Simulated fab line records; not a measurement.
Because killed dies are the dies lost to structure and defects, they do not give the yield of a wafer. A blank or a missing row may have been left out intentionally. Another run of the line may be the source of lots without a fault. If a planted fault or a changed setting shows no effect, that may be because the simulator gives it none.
8D (eight disciplines) problem report, filled in by code -- flow nand_harc -- the parts of the form that need people (team, actions taken, sign-off) are left out

## 1. THE PROBLEM
NHARC_P_M1_INSPECT_11, raw_defect_count: mean 322.0 on 2 wafers (1 lot); fault-free wafers 3.7, standard deviation 2.4. That is +99 or more standard deviations from the usual mean.
Seen first at day 11 08:04 on defect_inspect-01, wafer L612.2. The record has a number at this step for 33 wafers belonging to 11 lots. Rule for "out" (also "out of limits"): further than 4 standard deviations from the usual mean. The rest of the wafers with a number are treated as sound.

## 2. WHAT THIS IS AND IS NOT
question,is,is not
which readings at this step,raw_defect_count,-
which lots,L612,"L592, L593, L595, L596, L599, L600, L601, L602, L604, L608"
which wafers of those lots,"L612.2, L612.6",L612.3
read on which gauges,defect_inspect-01,defect_inspect-02
when,from day 11 08:04,up to then (31 sound wafers)

## 3. SUSPECTS, AND WHAT RULES EACH OUT
Counting: if a tool at a process step up to the reading ran every lot that is out, it stays a suspect. Sound lots after the first of them don't rule it out here, since some wafers of a struck lot are sound.
- the gauge at NHARC_P_M1_INSPECT_11 is ruled out. All the wafers that are out were read on defect_inspect-01, but those of them that NHARC_END_SORT_01 has rows for are out there too, on other tools.
- pecvd-04 at NHARC_P_M0_PRE_CLEAN_31 (time 12 s): kept. L612, the lot that is out, went through it at day 11 06:38; up to then, the latest sound lot through it was L608 at day 10 07:01.
- Within pecvd-04 at NHARC_P_M0_PRE_CLEAN_31: the wafers that are out ran in chamber 2; their sound lot-mates ran in chamber 1.
The count leaves pecvd-04 at NHARC_P_M0_PRE_CLEAN_31.

## 4. THE CAUSE (what the simulator had put in)
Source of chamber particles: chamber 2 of pecvd-04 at NHARC_P_M0_PRE_CLEAN_31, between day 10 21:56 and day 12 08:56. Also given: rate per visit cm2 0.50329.
Only this tool survived the counting.

## 5. THE CHAIN OF EFFECTS, in route order
Each row: a reading whose mean over the struck wafers that have a number lies more than 3 standard deviations from the usual. Readings are gone through only where the record gives a usual standard deviation; hours: the median, over the lots, of the time from a lot's start at the first step in this table giving one to that lot's start at this step; sigmas: the change measured in usual standard deviations.
hours,step,reading,usual,on struck wafers,change,sigmas
0,NHARC_P_M1_INSPECT_11,raw_defect_count,3.7,322.0,+318.3,+99 or more
320,NHARC_END_SORT_01,defect_limited_yield,96.0 %,86.3,-9.7,-7.4
320,NHARC_END_SORT_01,killed_at_periphery,2.9,66.5,+63.6,+37
320,NHARC_END_SORT_01,killed_dies,27,92,+66,+7.6
320,NHARC_END_SORT_01,sort_bin_2_pct,1.3 %,5.8,+4.5,+7.9
320,NHARC_END_SORT_01,sort_bin_3_pct,0.19 %,1.62,+1.44,+8.0
320,NHARC_END_SORT_01,sort_bin_4_pct,2.6 %,6.2,+3.6,+4.3
320,NHARC_END_SORT_01,sort_n_pass,650,584,-66,-7.6
320,NHARC_END_SORT_01,sort_yield_pct,96.0 %,86.3,-9.7,-7.4
At these later measuring or inspecting steps, every struck wafer for which the step has a row has a number for every such reading, and none has moved that far: NHARC_P_M1_THK_MEAS_24.

## 6. HOW IT WOULD HAVE BEEN CAUGHT EARLIER
In this record the first reading out of limits at a measuring or inspecting step was taken at day 11 08:04, 10 hours after the fault began at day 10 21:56.
Of the tool readings at NHARC_P_M0_PRE_CLEAN_31 for which the record gives a usual standard deviation, none was out on any struck wafer, so an alarm limit of 4 standard deviations on them would not have fired.
By day 11 08:04, every lot that is out (1) had started NHARC_P_M0_PRE_CLEAN_31 on pecvd-04. Tool hold at that time: it would have spared none of them.
